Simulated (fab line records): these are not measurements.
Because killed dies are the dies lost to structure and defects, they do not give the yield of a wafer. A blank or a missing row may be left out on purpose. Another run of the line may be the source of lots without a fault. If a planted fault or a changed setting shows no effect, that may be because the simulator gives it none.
fab line records	flow nand-harc
record lots=12	wafers=33	last-day=24
route steps=1159 shown P_GATE@187 P_CONTACT@238 END@1159
lots with no fault: from the same line, run without faults
start-h: start of the lot's first displayed wafer, in hours after the record's first day	wait-h: hours from the lot's prior step to this one	" unchanged from the row above	L1.1+2: several wafers, shown together as one row	- no value, or no start was given	* or withheld: withheld	< > ~ a bound
route shown NAME@n: names a module that has steps shown in the file, with the first one's number in the route	usual: mean/standard deviation of fault-free wafers	same: alike in all rows	chamber/n: place in a boat	sites: readings site by site	_std_site: the standard deviation of these	_edge_site: outer sites' mean less inner sites'	radius-mm: for every site, how far away it sits from the centre of the wafer	mask NAME#n: copy n	behind: tool/chamber where the wafer was last shaped	hold: the reason the lot was held/the length of the hold in hours/how it ended	device: whichever transistor did not switch (one of n, p or np)	end of line: tests of these same wafers at the route's end	a step without rows: its recipe alone	killed: the dies lost at the first sort to structure and to defects; this is not the yield of the wafer	map: a wafer's dies, marking killed ones x, the rest . and places with no die _
set.NAME: the setting the step ran with; set.NAME@STEP: the setting that earlier step ran with	model.NAME: the simulator's own value behind a step, which no gauge read
a sample of lots followed through the steps of the route, with each step as a table and each wafer as a row
services: from which hour (start-h, from the record's first day; less than 0 if before it) a tool's chamber was out of use, for how many hours, and why
## steps
# step NHARC_P_GATE_DESCUM_61
# recipe time-s=3	o2-flow-sccm=200	ar-flow-sccm=0	bias-power-w=0	chemistry=O2
# usual drypump-motor-current-A=5.8/0.48	oes-product-au=0.999/0.0091	rf-vpp-V=58.0/1	showerhead-plenum-p-Torr=1.97/0.073	throttle-valve-pct=11.311/0.01
lot.wafer	tool	chamber	start-h	wait-h	drypump-motor-current-A	oes-product-au	rf-hours-counter-h	rf-vpp-V	showerhead-plenum-p-Torr	throttle-valve-pct
L634.1	rie-diel-12	0	99.81	-	5.4	0.998	11	56.8	1.91	11.312
L634.4	"	1	"	"	6.2	0.996	10	58.9	2.00	11.308
L634.5	"	2	"	"	6.3	1.006	-	58.5	2.06	11.328
L637.5	rie-diel-12	3	117.70	-	5.3	1.001	-	58.5	2.02	11.313
L637.4	"	1	"	"	6.2	1.003	-	59.0	1.99	11.302
L637.6	"	2	"	"	6.3	1.013	-	58.6	2.06	11.328
L636.3	rie-diel-09	1	118.06	-	6.8	0.987	11	57.2	1.92	11.322
L636.4	"	2	"	"	5.3	1.011	10	57.2	2.01	11.320
L636.5	"	0	"	"	5.7	0.995	-	57.0	1.81	11.321
L638.2	rie-diel-12	1	127.99	-	6.2	0.995	15	58.3	1.99	11.310
L638.1	"	3	"	"	5.3	0.995	17	59.1	2.02	11.319
L638.6	"	0	"	"	5.3	1.001	-	57.9	1.90	11.306
L640.1	rie-diel-12	1	145.91	-	6.1	0.994	19	58.1	1.99	11.312
L640.6	"	3	"	"	5.2	0.988	-	58.1	2.02	11.309
L641.3	rie-diel-13	3	146.52	-	5.4	1.010	14	58.5	1.91	11.312
L641.5	"	0	"	"	5.9	0.995	-	57.4	1.97	11.335
L643.3	rie-diel-12	2	161.67	-	6.3	1.002	21	58.6	2.05	11.311
L643.5	"	3	"	"	5.3	0.998	-	56.3	2.02	11.304
L644.1	rie-diel-12	2	180.16	-	6.3	1.013	24	57.9	2.05	11.303
L644.2	"	3	"	"	5.2	0.999	26	57.9	2.02	11.311
L644.4	"	0	"	"	5.3	1.002	23	57.2	1.90	11.321
L653.4	rie-diel-12	1	213.93	-	6.2	0.988	1	57.1	1.99	11.319
L653.2	"	3	"	"	5.2	0.999	1	58.2	2.02	11.316
L653.6	"	1	"	"	6.2	0.984	-	56.2	1.99	11.338
L656.3	rie-diel-13	0	227.91	-	5.9	1.005	42	58.8	1.96	11.307
L656.1	"	1	"	"	5.7	1.004	45	58.1	2.06	11.308
L656.5	"	3	"	"	5.4	1.018	-	57.6	1.91	11.306
L655.4	rie-diel-13	0	228.44	-	5.9	1.002	42	57.0	1.96	11.309
L655.2	"	3	"	"	5.4	1.028	44	58.9	1.91	11.309
L655.6	"	0	"	"	5.9	0.987	-	57.9	1.96	11.306
L657.2	rie-diel-09	1	246.35	-	6.8	0.978	55	57.8	1.91	11.305
L657.3	"	3	"	"	5.3	1.003	60	57.4	1.97	11.314
L657.1	"	0	"	"	5.7	0.982	61	57.0	1.79	11.317
# step NHARC_P_GATE_STRIP_113
# recipe power-w=1500	temp-c=110	time-s=740	chemistry=N2/H2
# usual drypump-motor-current-A=5.92/0.25	heater-power-w=79/3.1	rf-refl-power-W=23/5.4
lot.wafer	tool	chamber	start-h	wait-h	drypump-motor-current-A	heater-power-w	rf-hours-counter-h	rf-refl-power-W
L634.1	plasma-asher-02	0	101.98	0.2	5.90	82	31	26
L634.4	"	0	"	"	5.87	79	-	27
L634.5	"	1	"	"	6.25	76	-	17
L637.4	plasma-asher-02	0	120.03	0.5	5.85	82	-	27
L637.6	"	1	"	"	6.24	75	-	17
L637.5	"	0	"	"	5.86	81	-	27
L636.3	plasma-asher-01	0	120.58	0.6	5.97	83	-	17
L636.4	"	1	"	"	5.53	79	-	29
L636.5	"	1	"	"	5.55	81	-	28
L638.2	plasma-asher-01	0	129.93	0.2	5.95	83	6	17
L638.1	"	1	"	"	5.54	79	6	29
L638.6	"	1	"	"	5.55	76	-	29
L640.1	plasma-asher-01	0	147.96	0.2	5.94	80	13	17
L640.6	"	1	"	"	5.55	79	-	29
L641.3	plasma-asher-02	1	149.13	0.5	6.26	76	-	17
L641.5	"	1	"	"	6.25	75	-	16
L643.3	plasma-asher-01	1	163.99	0.4	5.55	80	-	29
L643.5	"	0	"	"	5.97	84	-	18
L644.1	plasma-asher-02	1	182.63	0.3	6.25	76	59	17
L644.2	"	0	"	"	5.88	82	59	29
L644.4	"	1	"	"	6.26	78	-	17
L653.2	plasma-asher-02	1	215.99	0.3	6.24	75	7	17
L653.4	"	0	"	"	5.88	83	-	27
L653.6	"	1	"	"	6.25	74	-	17
L656.1	plasma-asher-01	1	229.98	0.3	5.53	78	46	29
L656.3	"	1	"	"	5.55	81	-	29
L656.5	"	0	"	"	5.97	83	-	17
L655.2	plasma-asher-02	1	230.53	0.2	6.25	76	12	17
L655.4	"	1	"	"	6.26	76	-	17
L655.6	"	1	"	"	6.25	75	-	17
L657.2	plasma-asher-02	0	248.44	0.2	5.88	80	16	26
L657.1	"	1	"	"	6.24	75	16	17
L657.3	"	1	"	"	6.24	75	-	18
# step NHARC_P_GATE_RTA_80
# recipe temp-c=300	time-s=30
# usual lamp-power-pct=2.27/0.12	lamp_zone_4_pct=2.27/0.12	wafer_temp_C_max=301.0/0.36
lot.wafer	tool	chamber	start-h	wait-h	lamp-power-pct	lamp_zone_4_pct	wafer_temp_C_max
L634.1	rtp-anneal-02	0	104.00	-	2.15	2.16	300.9
L634.4	"	0	"	"	2.15	2.16	301.2
L634.5	"	0	"	"	2.15	2.15	301.3
L637.4	rtp-anneal-01	0	121.76	-	2.39	2.39	301.2
L637.5	"	0	"	"	2.40	2.40	301.2
L637.6	"	0	"	"	2.39	2.39	301.4
L636.3	rtp-anneal-02	0	122.40	-	2.15	2.15	300.9
L636.4	"	0	"	"	2.14	2.15	300.8
L636.5	"	0	"	"	2.15	2.15	300.9
L638.1	rtp-anneal-01	0	131.83	-	2.39	2.39	301.3
L638.2	"	0	"	"	2.39	2.39	301.5
L638.6	"	0	"	"	2.39	2.39	301.4
L640.1	rtp-anneal-02	0	149.85	-	2.15	2.15	301.1
L640.6	"	0	"	"	2.15	2.15	301.0
L641.3	rtp-anneal-01	0	150.75	-	2.40	2.40	301.3
L641.5	"	0	"	"	2.40	2.40	300.9
L643.3	rtp-anneal-02	0	165.70	-	2.15	2.15	301.1
L643.5	"	0	"	"	2.15	2.15	300.9
L644.1	rtp-anneal-01	0	184.56	-	2.39	2.39	301.6
L644.2	"	0	"	"	2.39	2.39	301.9
L644.4	"	0	"	"	2.39	2.39	301.6
L653.2	rtp-anneal-01	0	217.96	-	2.39	2.39	301.4
L653.4	"	0	"	"	2.39	2.39	301.2
L653.6	"	0	"	"	2.39	2.39	301.3
L656.1	rtp-anneal-02	0	231.74	-	2.15	2.15	300.7
L656.3	"	0	"	"	2.15	2.15	300.4
L656.5	"	0	"	"	2.15	2.15	300.9
L655.2	rtp-anneal-02	0	232.68	-	2.15	2.15	300.7
L655.4	"	0	"	"	2.15	2.15	300.4
L655.6	"	0	"	"	2.15	2.15	300.8
L657.1	rtp-anneal-02	0	250.34	-	2.15	2.16	300.8
L657.2	"	0	"	"	2.15	2.16	300.9
L657.3	"	0	"	"	2.15	2.16	301.2
# step NHARC_P_CONTACT_ETCH_18
# recipe target-depth-a=4810	time-s=240.5	c4f8-flow-sccm=20	o2-flow-sccm=10	ar-flow-sccm=withheld	rf-w=600	bias-w=1500	chemistry=C4F8/O2/Ar
# usual oes-product-au=0.958/0.019	rf-vpp-V=976/5.7	run-length-s=262.0/0.46
lot.wafer	tool	chamber	start-h	wait-h	oes-product-au	rf-hours-counter-h	rf-vpp-V	run-length-s
L634.1	rie-diel-01	0	106.94	-	0.973	14	976	261.4
L634.4	"	3	"	"	0.980	14	981	262.8
L634.5	"	1	"	"	0.968	-	971	261.6
L637.4	rie-diel-01	0	124.58	-	0.949	16	976	261.3
L637.5	"	0	"	"	0.958	-	975	261.8
L637.6	"	1	"	"	0.957	-	972	261.9
L636.4	rie-diel-08	3	125.40	-	0.974	63	977	262.3
L636.3	"	0	"	"	0.978	54	978	261.4
L636.5	"	0	"	"	0.984	-	977	261.0
L638.1	rie-diel-11	0	135.06	-	0.974	12	970	262.0
L638.2	"	2	"	"	0.951	12	987	262.6
L638.6	"	0	"	"	0.975	-	971	261.9
L640.1	rie-diel-01	2	152.73	-	0.960	1	970	262.1
L640.6	"	1	"	"	0.977	-	973	203.7
L641.3	rie-diel-01	1	153.99	-	0.967	1	974	203.9
L641.5	"	1	"	"	0.969	-	973	262.0
L643.3	rie-diel-01	0	168.48	-	0.976	3	974	203.9
L643.5	"	0	"	"	0.970	-	976	261.8
L644.4	rie-diel-11	2	187.51	-	0.948	17	987	262.4
L644.1	"	3	"	"	0.979	16	986	261.8
L644.2	"	0	"	"	0.975	17	971	262.0
L653.2	rie-diel-11	0	220.88	-	0.966	2	971	261.8
L653.4	"	2	"	"	0.962	1	987	262.4
L653.6	"	0	"	"	0.955	-	972	262.2
L656.1	rie-diel-08	0	234.90	-	0.956	42	978	261.2
L656.3	"	3	"	"	0.961	41	975	262.5
L656.5	"	1	"	"	0.975	-	971	262.2
L655.4	rie-diel-01	1	235.59	-	0.975	10	971	261.5
L655.2	"	0	"	"	0.966	12	976	261.8
L655.6	"	2	"	"	0.957	-	969	262.1
L657.2	rie-diel-11	3	253.61	-	0.977	5	989	261.9
L657.1	"	1	"	"	0.964	5	969	261.4
L657.3	"	2	"	"	0.963	4	987	262.6
# step NHARC_END_SORT_01
# recipe temp-c=25
# usual killed-at-array=29/9.4	killed-at-other=0.7/1.3	killed-at-periphery=2.9/2.1	killed-dies=32/9	killed-open=3.3/1.8	killed-short=1.9/1.4
# same gross-dies=677
lot.wafer	tool	chamber	start-h	wait-h	killed-at-array	killed-at-other	killed-at-periphery	killed-dies	killed-open	killed-short
L641.3	prober-01	0	488.82	3.1	29	1	647	677	1	1
L641.5	prober-01	0	490.47	3.8	30	1	2	33	3	1
L640.1	prober-02	0	503.22	2.5	18	2	6	26	4	5
L640.6	prober-02	0	507.27	4.0	14	3	660	677	3	1
L643.3	prober-01	0	512.60	3.1	15	0	662	677	2	1
L643.5	prober-01	0	514.19	3.7	24	0	2	26	4	1
# killed by level:class
L641.3 P_CONTACT:area-etch=643 A_SLIT:chamber-film-flake=13 A_CHANNEL_HOLE_D1:chamber-film-flake=8 P_ZERO_WELL:chamber-film-flake=3 A_WL_FILL:chamber-film-flake=3 A_ONON_D1:geometric-particle:short=1 A_M0:geometric-particle:open=1 P_CONTACT:chamber-film-flake=1
L641.5 A_SLIT:chamber-film-flake=12 A_CHANNEL_HOLE_D1:chamber-film-flake=9 A_CONTACT:chamber-film-flake=4 A_WL_FILL:geometric-particle:open=2 A_M0:geometric-particle:open=1 A_M0:geometric-particle:short=1 P_ZERO_WELL:chamber-film-flake=1 P_CONTACT:chamber-film-flake=1
L640.1 A_CHANNEL_HOLE_D1:chamber-film-flake=4 A_CONTACT:chamber-film-flake=3 A_CONTACT:geometric-particle:open=2 P_STI:chamber-film-flake=2 P_CONTACT:chamber-film-flake=2 A_ZERO_WELL:chamber-film-flake=2 P_GATE:geometric-particle:open=1 A_CHANNEL_FILL_D1:geometric-particle:open=1
L640.6 P_CONTACT:area-etch=653 A_ZERO_WELL:chamber-film-flake=4 P_STI:chamber-film-flake=3 P_M1:chamber-film-flake=3 A_CONTACT:chamber-film-flake=3 A_STAIRCASE:chamber-film-flake=3 THIN_TSV:chamber-film-flake=2 A_WL_FILL:geometric-particle:short=1
L643.3 P_CONTACT:area-etch=656 A_STAIRCASE:chamber-film-flake=4 P_M0:chamber-film-flake=3 A_CONTACT:chamber-film-flake=3 P_STI:chamber-film-flake=2 A_ZERO_WELL:chamber-film-flake=2 A_SGD_CUT:chamber-film-flake=2 A_WL_FILL:chamber-film-flake=2
L643.5 A_CONTACT:chamber-film-flake=11 A_CHANNEL_HOLE_D1:chamber-film-flake=5 A_CONTACT:geometric-particle:open=3 A_STAIRCASE:chamber-film-flake=2 P_CONTACT:geometric-particle:short=1 A_ONON_D1:geometric-particle:open=1 P_M0:chamber-film-flake=1 A_ZERO_WELL:chamber-film-flake=1
## services
tool	chamber	start-h	hours	kind
rie-diel-11	1	76.36	1.2	repair
rie-diel-13	-	79.63	0.4	repair
rie-diel-01	-	86.79	0.2	repair
plasma-asher-01	-	99.00	9.0	pm
rie-diel-13	-	99.00	9.0	pm
rie-diel-12	2	101.17	3.5	repair
rie-diel-01	2	107.03	8.3	repair
rie-diel-12	0	112.39	14.9	repair
rie-diel-01	3	112.45	4.6	repair
rie-diel-01	1	114.51	2.2	repair
rie-diel-01	-	137.80	9.0	pm
rie-diel-13	-	154.72	0.8	repair
plasma-asher-02	-	178.54	2.7	repair
rie-diel-11	-	179.88	0.7	repair
rie-diel-01	-	183.09	0.4	repair
plasma-asher-02	-	183.41	9.0	pm
rie-diel-11	-	189.50	9.0	pm
plasma-asher-02	-	196.90	2.1	repair
rie-diel-12	-	202.40	9.0	pm
rie-diel-01	1	205.92	7.1	repair
rie-diel-11	2	207.50	4.5	repair
rie-diel-12	3	225.81	4.9	repair
plasma-asher-01	-	233.44	3.1	repair
plasma-asher-02	-	237.72	1.6	repair
## key
first-sign step=NHARC_P_CONTACT_ETCH_18	reading=run-length-s	direction=down	sigmas=99+	usual=*	struck=*
effect step=NHARC_END_SORT_01	reading=killed-at-periphery	direction=up	sigmas=99+	usual=2.9	struck=656.3
more-kills-born-at NHARC_P_CONTACT_ETCH_18@rie-diel-01=1952
met-at NHARC_P_CONTACT_ETCH_18
struck-lots L640,L641,L643
struck-wafers L640.6,L641.3,L643.3
later-rows-left-out L640.6,L641.3,L643.3
tester-left-out L640,L641,L643
not-acting-at NHARC_P_GATE_DESCUM_61,NHARC_P_GATE_STRIP_113,NHARC_P_GATE_RTA_80
onset-between 124.58 152.73
fault kind=process-parameter-drift	tool=rie-diel-01	chamber=-	onset-h=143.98	steps=NHARC_P_CONTACT_ETCH_18	channel=time-s	offset=*	shape=step	end-h=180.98	scope=struck-wafers-only	acts-in=*	stated=*
# tester-left-out: of these lots the tester's yield and bins aren't shown, on N5 and GAA mostly nor the transistor test; their killed dies are dies lost to structure and defects alone, not to doping, threshold or leakage, so they don't give the yield
# later-rows-left-out: the simulator's readings of these wafers behind a module that went badly wrong aren't trusted and aren't shown, but for the sort
